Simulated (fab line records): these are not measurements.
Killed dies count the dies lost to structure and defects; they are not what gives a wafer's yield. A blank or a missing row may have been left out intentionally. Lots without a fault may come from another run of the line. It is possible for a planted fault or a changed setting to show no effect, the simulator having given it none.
Matching of chambers :: flow n5Finfet :: N5_FIN_SAQP_STRIP_77 on rieDiel-04 has 4 sister chambers
The step strips in N2/H2, time 90 s. 8 wafers are shown with their chamber, then 8 later ones without.

## EACH WAFER AND ITS CHAMBER
wafer: L082.2
chamber: 2
showerheadPlenumPTorr (Torr): 3.34
oesProductAu (a.u.): 0.70

wafer: L084.6
chamber: 3
showerheadPlenumPTorr (Torr): 3.40
oesProductAu (a.u.): 0.77

wafer: L086.3
chamber: 3
showerheadPlenumPTorr (Torr): 3.40
oesProductAu (a.u.): 0.76

wafer: L089.4
chamber: 2
showerheadPlenumPTorr (Torr): 3.33
oesProductAu (a.u.): 0.69

wafer: L091.2
chamber: 0
showerheadPlenumPTorr (Torr): 3.36
oesProductAu (a.u.): 0.73

wafer: L091.4
chamber: 1
showerheadPlenumPTorr (Torr): 3.23
oesProductAu (a.u.): 0.74

wafer: L091.5
chamber: 0
showerheadPlenumPTorr (Torr): 3.36
oesProductAu (a.u.): 0.74

wafer: L093.1
chamber: 1
showerheadPlenumPTorr (Torr): 3.23
oesProductAu (a.u.): 0.73

## WAFERS MISSING THEIR CHAMBER
wafer: L093.2
showerheadPlenumPTorr (Torr): 3.39
oesProductAu (a.u.): 0.75

wafer: L093.4
showerheadPlenumPTorr (Torr): 3.36
oesProductAu (a.u.): 0.72

wafer: L095.3
showerheadPlenumPTorr (Torr): 3.36
oesProductAu (a.u.): 0.72

wafer: L095.4
showerheadPlenumPTorr (Torr): 3.23
oesProductAu (a.u.): 0.72

wafer: L095.5
showerheadPlenumPTorr (Torr): 3.39
oesProductAu (a.u.): 0.74

wafer: L097.2
showerheadPlenumPTorr (Torr): 3.22
oesProductAu (a.u.): 0.72

wafer: L097.4
showerheadPlenumPTorr (Torr): 3.32
oesProductAu (a.u.): 0.69

wafer: L097.6
showerheadPlenumPTorr (Torr): 3.35
oesProductAu (a.u.): 0.72

## THE CHAMBER EACH PASSED THROUGH
wafer: L093.2
from the rows above: 3
in truth: 3

wafer: L093.4
from the rows above: 0
in truth: 0

wafer: L095.3
from the rows above: 0
in truth: 0

wafer: L095.4
from the rows above: 1
in truth: 1

wafer: L095.5
from the rows above: 3
in truth: 3

wafer: L097.2
from the rows above: 1
in truth: 1

wafer: L097.4
from the rows above: 2
in truth: 2

wafer: L097.6
from the rows above: can't be placed: 0 or 2
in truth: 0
Correctly placed: 7 of 8. Unplaceable from these rows: 1, with the true chamber sitting among the candidates in 1. Number placed wrongly: 0.
How it was worked out, from the rows above alone: a wafer's distance from a chamber is the root of the sum, over the readings, of the square of ((its reading less the chamber's mean) divided by the reading's scatter). If the next closest chamber is less than 2 further off than the closest, the wafer can't be placed; otherwise it belongs to the closest. For every chamber, the mean is computed from those of its wafers that are shown. The scatter: take each reading less its chamber's mean, square it, sum over the shown wafers, divide by the number of wafers less the number of chambers, and take the root.
